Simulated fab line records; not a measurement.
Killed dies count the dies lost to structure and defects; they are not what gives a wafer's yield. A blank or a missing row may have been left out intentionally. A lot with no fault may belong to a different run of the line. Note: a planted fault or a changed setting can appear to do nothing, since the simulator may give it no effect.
Chamber matching -- flow nand_harc -- 4 sister chambers for NHARC_P_GATE_DESCUM_48 on rie_diel-07
The step chemistry O2, time 3 s. 14 wafers are shown with their chamber, then 7 later ones without.

## WAFERS, EACH WITH ITS CHAMBER
wafer,chamber,showerhead_plenum_p_Torr (Torr),drypump_motor_current_A (A),rf_vpp_V (V)
L920.1,0,1.82,6.3,56.2
L920.5,3,2.01,5.8,58.4
L920.6,2,1.92,5.0,57.7
L919.1,1,1.87,6.1,58.3
L919.4,2,1.92,5.0,56.8
L919.5,0,1.82,6.3,56.3
L922.1,3,2.01,5.8,59.0
L922.2,1,1.87,6.1,57.7
L922.6,1,1.87,6.1,57.6
L923.3,0,1.82,6.3,57.2
L923.5,2,1.92,5.0,57.9
L923.6,1,1.87,6.1,58.9
L924.3,2,1.92,5.0,57.0
L924.4,0,1.81,6.4,57.2

SIGNATURES (averages over the wafers above)
reading,chamber 0,chamber 1,chamber 2,chamber 3,scatter within a chamber
showerhead_plenum_p_Torr,1.8175,1.8700,1.9200,2.0100,0.00274
drypump_motor_current_A,6.325,6.100,5.000,5.800,0.0274
rf_vpp_V,56.725,58.125,57.350,58.700,0.55
Rule: a wafer's distance from a chamber is the root of the sum, over the readings, of the square of ((its reading less the chamber's mean) divided by the reading's scatter). The wafer belongs to the nearest chamber; if the next one is less than 2 further off, it can't be placed. The scatter: the root of (the sum of the squares of (reading less its chamber's mean) over the shown wafers, divided by (wafers less chambers)).

## WAFERS WITH NO CHAMBER GIVEN
wafer,showerhead_plenum_p_Torr (Torr),drypump_motor_current_A (A),rf_vpp_V (V)
L924.5,2.01,5.8,57.7
L934.1,2.01,5.8,58.6
L934.2,1.92,5.0,59.5
L934.4,1.87,6.1,56.5
L938.1,1.87,6.1,57.3
L938.2,1.81,6.3,57.5
L938.3,2.01,5.8,58.1

## CHAMBER TAKEN BY EACH
wafer,from the rows above,in truth
L924.5,3,3
L934.1,3,3
L934.2,2,2
L934.4,1,1
L938.1,1,1
L938.2,0,0
L938.3,3,3
7 of 7 placed correctly. Not placeable from these rows: 0. Number placed wrongly: 0.
